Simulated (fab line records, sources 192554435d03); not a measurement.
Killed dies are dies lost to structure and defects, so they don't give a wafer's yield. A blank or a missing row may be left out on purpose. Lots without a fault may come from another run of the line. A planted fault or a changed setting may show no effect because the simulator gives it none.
Which tool did it? | flow n5_finfet | 12 lots, 36 wafers sampled, at 5 steps of a route of 1938

WHAT THE GAUGES READ, wafer by wafer
N5_FIN_SAQP_CD_MEAS_31: target cd 8 nm.
lot  | measured    | on        | cd_nm (nm)
L075 | day 2 08:07 | cd_sem-03 | 7.91 7.72 8.55
L077 | day 2 19:26 | cd_sem-03 | 8.45 8.16 8.43
L079 | day 3 07:31 | cd_sem-01 | 7.84 7.85 8.49
L081 | day 3 20:38 | cd_sem-03 | 7.92 8.24 8.19
L083 | day 4 09:14 | cd_sem-01 | 7.99 8.66 8.56
L085 | day 4 21:31 | cd_sem-02 | 8.31 8.36 7.94
L087 | day 5 09:55 | cd_sem-02 | 7.85 7.66 8.45
L089 | day 5 19:25 | cd_sem-03 | 8.27 7.94 8.52
L091 | day 6 07:58 | cd_sem-02 | 8.38 8.00 7.86
L093 | day 6 21:42 | cd_sem-03 | 7.96 8.31 8.60
L095 | day 7 07:26 | cd_sem-03 | 8.22 7.97 7.99
L097 | day 7 19:10 | cd_sem-02 | 8.10 8.27 8.09

WHICH TOOL RAN EACH LOT (tool, then ch and the chambers of the sampled wafers, then the start)
lot  | N5_PMOS_HMC_CHANNEL_EPI_ETCH_32   | N5_FIN_SAQP_PECVD_06           | N5_FIN_SAQP_ETCH_69               | N5_FIN_SAQP_MANDREL2_REMOVE_60
L075 | rie_diel-02 ch 0,2,3, day 2 00:00 | pecvd-01 ch 1,2, day 2 03:37   | rie_diel-06 ch 0,1,3, day 2 07:17 | rie_si-06 ch 0,1,3, day 2 08:00
L077 | rie_diel-01 ch 0,1,2, day 2 11:26 | pecvd-02 ch 1,2, day 2 14:55   | rie_diel-03 ch 1,2, day 2 18:35   | rie_si-06 ch 0,1,3, day 2 19:19
L079 | rie_diel-02 ch 0,1, day 2 23:22   | pecvd-02 ch 0,2, day 3 02:53   | rie_diel-04 ch 0,2, day 3 06:26   | rie_si-06 ch 0,3, day 3 07:25
L081 | rie_diel-02 ch 1,2, day 3 11:08   | pecvd-02 ch 0,2, day 3 15:14   | rie_diel-04 ch 1,2, day 3 19:49   | rie_si-05 ch 0,2,3, day 3 20:32
L083 | rie_diel-05 ch 0,2, day 3 23:48   | pecvd-01 ch 0,1,2, day 4 03:50 | rie_diel-04 ch 0,1,3, day 4 07:38 | rie_si-05 ch 0,3, day 4 09:07
L085 | rie_diel-01 ch 0,2, day 4 11:42   | pecvd-02 ch 0,1,2, day 4 15:33 | rie_diel-06 ch 2,3, day 4 18:56   | rie_si-05 ch 0,1,3, day 4 21:24
L087 | rie_diel-02 ch 0,1,2, day 5 00:12 | pecvd-02 ch 0,1, day 5 05:19   | rie_diel-03 ch 1,3, day 5 08:43   | rie_si-05 ch 1,2,3, day 5 09:47
L089 | rie_diel-02 ch 1,2, day 5 11:21   | pecvd-02 ch 0,1,2, day 5 14:49 | rie_diel-06 ch 2,3, day 5 18:24   | rie_si-05 ch 0,1,2, day 5 19:18
L091 | rie_diel-01 ch 0,2, day 5 23:28   | pecvd-01 ch 0,1,2, day 6 03:22 | rie_diel-04 ch 0,1,2, day 6 07:04 | rie_si-02 ch 1,3, day 6 07:52
L093 | rie_diel-05 ch 1,2, day 6 12:16   | pecvd-02 ch 0,1,2, day 6 16:54 | rie_diel-04 ch 0,1, day 6 20:50   | rie_si-05 ch 0,1, day 6 21:35
L095 | rie_diel-01 ch 1,2, day 6 23:21   | pecvd-02 ch 0,2, day 7 02:47   | rie_diel-06 ch 1,2,3, day 7 06:19 | rie_si-02 ch 0,1, day 7 07:19
L097 | rie_diel-05 ch 1,2, day 7 11:14   | pecvd-04 ch 1,2, day 7 14:50   | rie_diel-03 ch 0,1, day 7 18:14   | rie_si-06 ch 0,3, day 7 19:03
- N5_PMOS_HMC_CHANNEL_EPI_ETCH_32: etches BARC in N2/H2, stops on SiO2, target depth 85.8 nm, time 50.3 s.
- N5_FIN_SAQP_PECVD_06: deposits a-Si from SiH4/He, target thk 60 nm, time 48.1 s.
- N5_FIN_SAQP_ETCH_69: etches SOC in N2/H2, stops on SiNx, target depth 150 nm.
- N5_FIN_SAQP_MANDREL2_REMOVE_60: chemistry HBr/Cl2/O2, target a-Si, stops on SiNx, bt time 10 s.

THE ANSWER, worked out from the rows above alone
Rule: what is usual is taken from the lots themselves. Put in order of their means at a reading, lots are off if they are a third of the lots or fewer, leave a main group of 4 or more, and stand apart from it by a gap of 3 or more times the standard deviation of the main group's means; of several such gaps the widest counts. A main group whose means are all the same, to the digits that the tables above print for the reading, isn't used. A lot without any number at a reading at which 4 lots or more have one is off too. The other lots that the step has rows for count as sound.
No lot is off at any reading shown: from this, nothing can be told.

WHAT THE SIMULATOR HAD PUT IN
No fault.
